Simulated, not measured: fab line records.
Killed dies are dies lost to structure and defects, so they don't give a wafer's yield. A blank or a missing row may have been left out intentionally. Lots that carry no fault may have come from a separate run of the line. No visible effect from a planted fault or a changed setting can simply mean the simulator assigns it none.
What tool caused it? | flow n5-finfet | 9 lots, 27 wafers sampled, at 6 steps of a route of 1938

## WHAT THE GAUGES READ, wafer by wafer
N5_BEOL_M1_OVL_MEAS_29. Usual: V0_OVL gives -0.7 nm (standard deviation 0.62).
lot  | measured     | on         | V0_OVL (nm)    | flag
L965 | day 6 14:35  | overlay-02 | 0.3 -1.0 -0.6  |
L966 | day 6 14:56  | overlay-02 | -0.4 -1.2 -0.6 |
L970 | day 8 02:01  | overlay-02 | -1.1 -1.4 -1.4 |
L975 | day 8 23:35  | overlay-01 | -1.2 -1.0 -1.2 |
L978 | day 10 02:55 | overlay-01 | -1.3 -0.7 -1.0 |
L980 | day 10 15:07 | overlay-01 | -0.6 -1.0 -0.5 |
L981 | day 10 18:09 | overlay-01 | -0.4 -0.7 -1.0 |
L986 | day 11 21:48 | overlay-01 | -0.1 -0.2 -0.5 |
L987 | day 12 06:59 | overlay-02 | -1.0 -1.1 -0.3 |

N5_BEOL_M1_INSPECT_30: inspects for defects (brightfield). Usual: raw-defect-count reads 391 (standard deviation 93).
lot  | measured     | on                | raw-defect-count | flag
L965 | day 6 14:40  | defect-inspect-01 | 274 344 379      |
L966 | day 6 15:00  | defect-inspect-02 | 379 517 492      |
L970 | day 8 02:04  | defect-inspect-01 | 385 331 379      |
L975 | day 8 23:38  | defect-inspect-01 | 1329 1481 1693   | OFF
L978 | day 10 02:58 | defect-inspect-02 | 1440 1520 1501   | OFF
L980 | day 10 15:10 | defect-inspect-01 | 479 409 463      |
L981 | day 10 18:12 | defect-inspect-02 | 264 292 338      |
L986 | day 11 21:52 | defect-inspect-02 | 392 392 457      |
L987 | day 12 07:03 | defect-inspect-01 | 335 410 351      |

N5_BEOL_M4_RC_MEAS_101. Usual: DIBL_N 36.2 mV/V, standard deviation 1.6; DIBL_P 36.1 mV/V, standard deviation 2; IOFF_N 0.16 nA/um, standard deviation 0.032; IOFF_P 0.22 nA/um, standard deviation 0.036; ION_N 672 uA/um, standard deviation 11; ION_P 463 uA/um, standard deviation 7.5; SS_N 71.4 mV/dec, standard deviation 0.58; SS_P 73.2 mV/dec, standard deviation 0.67; VT_N 250 mV, standard deviation 3.3; VT_P -250 mV, standard deviation 3.3.
lot  | measured     | on        | DIBL_N (mV/V)  | DIBL_P (mV/V)  | IOFF_N (nA/um) | IOFF_P (nA/um) | ION_N (uA/um) | ION_P (uA/um) | SS_N (mV/dec)  | SS_P (mV/dec)  | VT_N (mV)   | VT_P (mV)      | flag
L965 | day 8 07:29  | prober-01 | 35.8 33.8 35.6 | 35.9 32.6 34.7 | 0.15 0.11 0.15 | 0.24 0.19 0.22 | 678 659 672   | 477 464 470   | 71.1 70.3 71.3 | 73.3 72.6 72.8 | 249 253 248 | -246 -251 -247 |
L966 | day 8 11:39  | prober-02 | 35.8 35.9 38.0 | 36.9 35.7 39.7 | 0.15 0.15 0.19 | 0.22 0.19 0.27 | 678 664 675   | 470 457 469   | 71.6 71.4 72.2 | 73.6 72.8 74.3 | 248 249 249 | -250 -252 -249 |
L970 | day 10 01:50 | prober-02 | 36.2 35.3 37.4 | 36.8 34.3 39.0 | 0.15 0.12 0.18 | 0.20 0.17 0.23 | 654 665 671   | 455 461 458   | 72.1 71.8 71.7 | 73.0 72.3 74.2 | 252 255 248 | -251 -253 -250 |
L975 | day 10 22:03 | prober-01 | 35.3 36.7 36.0 | 35.8 37.5 36.4 | 0.15 0.18 0.15 | 0.24 0.27 0.24 | 675 681 677   | 474 474 471   | 71.6 72.1 71.7 | 72.6 73.8 73.5 | 250 247 250 | -246 -243 -247 |
L978 | day 12 14:43 | prober-01 | 34.1 35.1 34.9 | 34.8 36.3 35.6 | 0.13 0.14 0.13 | 0.16 0.18 0.17 | 669 668 656   | 455 459 444   | 71.1 70.8 70.9 | 72.4 72.5 73.1 | 252 252 254 | -256 -256 -255 |
L980 | day 12 12:28 | prober-02 | 34.2 33.3 36.3 | 33.8 32.6 36.6 | 0.13 0.13 0.17 | 0.18 0.17 0.23 | 647 657 665   | 455 459 457   | 70.6 70.6 72.2 | 72.7 72.4 73.4 | 253 251 248 | -253 -251 -250 |
L981 | day 12 09:08 | prober-02 | 34.6 35.1 36.8 | 34.6 35.6 38.2 | 0.12 0.13 0.15 | 0.18 0.19 0.23 | 661 667 679   | 458 461 470   | 71.6 71.1 72.1 | 72.5 72.6 73.9 | 254 254 251 | -253 -250 -250 |
L986 | day 14 11:01 | prober-02 | 33.9 35.4 34.7 | 34.4 37.0 36.1 | 0.12 0.14 0.13 | 0.17 0.20 0.19 | 661 679 669   | 464 466 466   | 70.6 70.3 70.5 | 71.7 72.9 72.2 | 254 253 254 | -253 -249 -252 |
L987 | day 15 03:51 | prober-02 | 38.7 36.5 34.7 | 39.5 37.2 35.7 | 0.20 0.16 0.13 | 0.25 0.22 0.20 | 694 679 661   | 469 470 465   | 72.4 72.2 71.4 | 73.6 73.4 72.2 | 244 250 252 | -246 -247 -252 |

## EACH LOT AND THE TOOL THAT RAN IT (in order: tool; ch and the chambers of the sampled wafers; start)
lot  | N5_BEOL_M0_DEP_125              | N5_BEOL_M1_ETCH_63                 | N5_BEOL_M1_STRIP_66
L965 | pecvd-03 ch 0,1, day 6 10:19    | rie-diel-05 ch 1,2, day 6 13:46    | rie-diel-05 ch 1,2, day 6 13:56
L966 | pecvd-03 ch 0,1, day 6 11:49    | rie-diel-05 ch 0,1, day 6 14:00    | rie-diel-05 ch 0,1, day 6 14:09
L970 | pecvd-01 ch 0,1, day 7 21:25    | rie-diel-04 ch 0,2, day 8 01:10    | rie-diel-04 ch 0,2, day 8 01:19
L975 | pecvd-04 ch 1,2, day 8 20:44    | rie-diel-05 ch 0,1,3, day 8 22:43  | rie-diel-05 ch 0,1,3, day 8 22:52
L978 | pecvd-01 ch 0,1, day 10 00:38   | rie-diel-05 ch 0,2,3, day 10 01:58 | rie-diel-05 ch 0,2,3, day 10 02:07
L980 | pecvd-03 ch 0,2, day 10 12:38   | rie-diel-04 ch 0,1,2, day 10 14:15 | rie-diel-04 ch 0,1,2, day 10 14:25
L981 | pecvd-01 ch 0,1, day 10 13:05   | rie-diel-04 ch 0,2, day 10 17:10   | rie-diel-04 ch 0,2, day 10 17:19
L986 | pecvd-04 ch 0,1,2, day 11 18:02 | rie-diel-04 ch 1,3, day 11 20:53   | rie-diel-04 ch 1,3, day 11 21:03
L987 | pecvd-01 ch 0,2, day 12 04:54   | rie-diel-05 ch 0,2, day 12 06:08   | rie-diel-05 ch 0,2, day 12 06:18
- N5_BEOL_M0_DEP_125: deposits SiCN from 3MS/NH3, target thk 8 nm, time 14 s.
- N5_BEOL_M1_ETCH_63: etches SiARC in CF4, target depth 15.6 nm, time 26 s.
- N5_BEOL_M1_STRIP_66: strips in CF4.

## WHAT THE TOOLS THEMSELVES READ (means of the sampled wafers that have a number; where no wafer has one, the mark that the record gives instead)
N5_BEOL_M0_DEP_125. Usual: showerhead-plenum-p-Torr 3.668 Torr, standard deviation 0.014; throttle-valve-pct 9.1 %, standard deviation 0.77.
lot  | tool     | showerhead-plenum-p-Torr (Torr) | throttle-valve-pct (%) | flag
L965 | pecvd-03 | 3.682                           | 9.4                    |
L966 | pecvd-03 | 3.679                           | 9.2                    |
L970 | pecvd-01 | 3.670                           | 8.9                    |
L975 | pecvd-04 | 3.653                           | 8.9                    |
L978 | pecvd-01 | 3.670                           | 9.0                    |
L980 | pecvd-03 | 3.670                           | 8.9                    |
L981 | pecvd-01 | 3.676                           | 9.1                    |
L986 | pecvd-04 | 3.657                           | 9.5                    |
L987 | pecvd-01 | 3.673                           | 8.4                    |

N5_BEOL_M1_ETCH_63. Usual: drypump-motor-current-A 5.6 A, standard deviation 0.41; etch-rf-on-time-s 26.1 s, standard deviation 0.68; oes-product-au 0.64 a.u., standard deviation 0.056; rf-vpp-V 184.1 V, standard deviation 1.1; showerhead-plenum-p-Torr 2.14 Torr, standard deviation 0.05; throttle-valve-pct 15.69 %, standard deviation 0.17.
lot  | tool        | drypump-motor-current-A (A) | etch-rf-on-time-s (s) | oes-product-au (a.u.) | rf-vpp-V (V) | showerhead-plenum-p-Torr (Torr) | throttle-valve-pct (%) | flag
L965 | rie-diel-05 | 5.4                         | 27.1                  | 0.62                  | 183.9        | 2.13                            | 15.56                  |
L966 | rie-diel-05 | 5.6                         | 27.3                  | 0.60                  | 184.5        | 2.15                            | 15.72                  |
L970 | rie-diel-04 | 6.4                         | 25.2                  | 0.61                  | 183.4        | 2.07                            | 15.65                  |
L975 | rie-diel-05 | 5.7                         | 26.5                  | 0.62                  | 184.2        | 2.15                            | 15.73                  |
L978 | rie-diel-05 | 5.6                         | 26.2                  | 0.62                  | 183.8        | 2.15                            | 15.68                  |
L980 | rie-diel-04 | 6.0                         | 25.6                  | 0.62                  | 183.7        | 2.11                            | 15.77                  |
L981 | rie-diel-04 | 6.4                         | 25.4                  | 0.60                  | 183.3        | 2.07                            | 15.67                  |
L986 | rie-diel-04 | 5.2                         | 25.9                  | 0.78                  | 183.7        | 2.12                            | 15.56                  |
L987 | rie-diel-05 | 5.4                         | 26.3                  | 0.60                  | 184.4        | 2.15                            | 15.65                  |

N5_BEOL_M1_STRIP_66. Usual: drypump-motor-current-A 5.6 A, standard deviation 0.41; oes-product-au 0.74 a.u., standard deviation 0.063; power-w 300.0 W, standard deviation 0.91; rf-vpp-V 271.1 V, standard deviation 1.3; showerhead-plenum-p-Torr 1.80 Torr, standard deviation 0.043; throttle-valve-pct 13.68 %, standard deviation 0.18.
lot  | tool        | drypump-motor-current-A (A) | oes-product-au (a.u.) | power-w (W) | rf-vpp-V (V) | showerhead-plenum-p-Torr (Torr) | throttle-valve-pct (%) | flag
L965 | rie-diel-05 | 5.3                         | 0.73                  | 300.0       | 270.3        | 1.78                            | 13.54                  |
L966 | rie-diel-05 | 5.6                         | 0.72                  | 299.8       | 271.0        | 1.81                            | 13.72                  |
L970 | rie-diel-04 | 6.4                         | 0.70                  | 299.7       | 270.1        | 1.73                            | 13.63                  |
L975 | rie-diel-05 | 5.7                         | 0.72                  | 300.1       | 272.3        | 1.81                            | 13.74                  |
L978 | rie-diel-05 | 5.7                         | 0.72                  | 299.5       | 271.7        | 1.80                            | 13.69                  |
L980 | rie-diel-04 | 6.0                         | 0.72                  | 300.7       | 270.1        | 1.76                            | 13.75                  |
L981 | rie-diel-04 | 6.4                         | 0.68                  | 299.5       | 269.7        | 1.73                            | 13.66                  |
L986 | rie-diel-04 | 5.1                         | 0.89                  | 299.3       | 270.3        | 1.77                            | 13.50                  |
L987 | rie-diel-05 | 5.5                         | 0.70                  | 299.6       | 272.0        | 1.80                            | 13.65                  |

## THE ANSWER, worked out from the rows above alone
Rule: take the mean of a lot's wafers that have a number; if it is more than 3 standard deviations from the usual mean, the lot is off. A lot without any number at a reading at which 4 lots or more have one is off too. All remaining lots with rows at the step are treated as sound. The gauges are gone through in route order, then the tools' own readings, and for those a lot's mean is taken as printed above. At the first step where some lot is off, the reading lying furthest off is the one used; lots without a number count as furthest.
Off, at N5_BEOL_M1_INSPECT_30 on raw-defect-count: L975, L978.
A tool fits if, at a process step before that reading, it ran every lot that is off, and no sound lot after the first of them. Those tools and the gauges at N5_BEOL_M1_INSPECT_30 are tried in the same way. No candidate that was tried fits.

## WHAT HAD BEEN PUT IN BY THE SIMULATOR
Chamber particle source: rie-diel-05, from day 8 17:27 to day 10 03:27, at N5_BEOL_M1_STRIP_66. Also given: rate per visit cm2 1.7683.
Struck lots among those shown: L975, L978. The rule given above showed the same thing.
